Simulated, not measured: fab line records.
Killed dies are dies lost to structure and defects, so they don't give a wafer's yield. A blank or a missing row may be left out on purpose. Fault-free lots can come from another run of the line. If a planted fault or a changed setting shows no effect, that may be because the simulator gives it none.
The same fault as seen by 2 desks ; flow n5 finfet ; only its own numbers are on each desk; what lay behind them is given at the end

THE DEFECT DESK
For each lot, the counts of the inspections along the route, averaged over the sampled wafers that have a number. If a lot's mean is further than 4 standard deviations from the usual mean, the lot is out of limits and carries the mark OUT (the distance appears in the brackets).
Columns: A = raw defect count at N5_BEOL_M7_INSPECT_58, usual 73
lot;first seen here;A
L715;day 9 19:02;45
L718;day 10 10:23;73
L717;day 10 11:04;105
L719;day 10 19:04;54
L725;day 11 22:13;64
L728;day 12 21:42;49
L729;day 12 23:27;71
L733;day 14 05:52;97
L734;day 14 06:53;64
L735;day 14 16:58;79
L736;day 15 03:13;50
L738;day 15 20:41;77
This desk's verdict: no lot among the 12 shows anything out of limits.

FOR THE TOOL OWNER'S DESK: litho track-04
The tool's own readings at N5_BEOL_M8_COAT_59 (time 60 s, resist thk 100 nm): means of the sampled wafers that have a number, for each lot that ran on this tool. If a lot's mean is further than 4 standard deviations from the usual mean, the lot is out of limits and carries the mark OUT (the distance appears in the brackets).
Columns: A = exhaust pa at N5_BEOL_M8_COAT_59, usual 44.9 Pa; B = spin speed rpm at N5_BEOL_M8_COAT_59, usual 1499.9 rpm
lot;first seen here;A;B
L718;day 10 12:09;44.0;1499.3
L719;day 10 22:35;44.8;1499.8
L725;day 12 01:52;44.2;1535.2 (+36) OUT
L728;day 12 23:59;45.8;1536.5 (+38) OUT
L729;day 13 01:10;43.8;1535.3 (+37) OUT
L738;day 15 22:37;44.8;1500.3
Finding of this desk: L725, L728, L729 out of limits; the first was L725 at day 12 01:52, on spin speed rpm at N5_BEOL_M8_COAT_59. L718, L719, L738: within limits.

PUT TOGETHER
An alarm could have come from the tool owner's desk at day 12 01:52, on L725, L728, L729.
Nothing out of limits was seen by the defect desk.
The defect desk has L725, L728, L729 on record, within its limits.
N5_BEOL_M8_COAT_59 was run on litho track-04 by each of the lots named.

WHAT THE SIMULATOR HAD INSERTED
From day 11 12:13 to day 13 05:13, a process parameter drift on litho track-04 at N5_BEOL_M8_COAT_59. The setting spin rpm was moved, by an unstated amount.
Lots struck among those shown: L725, L728, L729.
Hours from the fault's start to each desk's first reading out of limits: the tool owner's desk, 14.
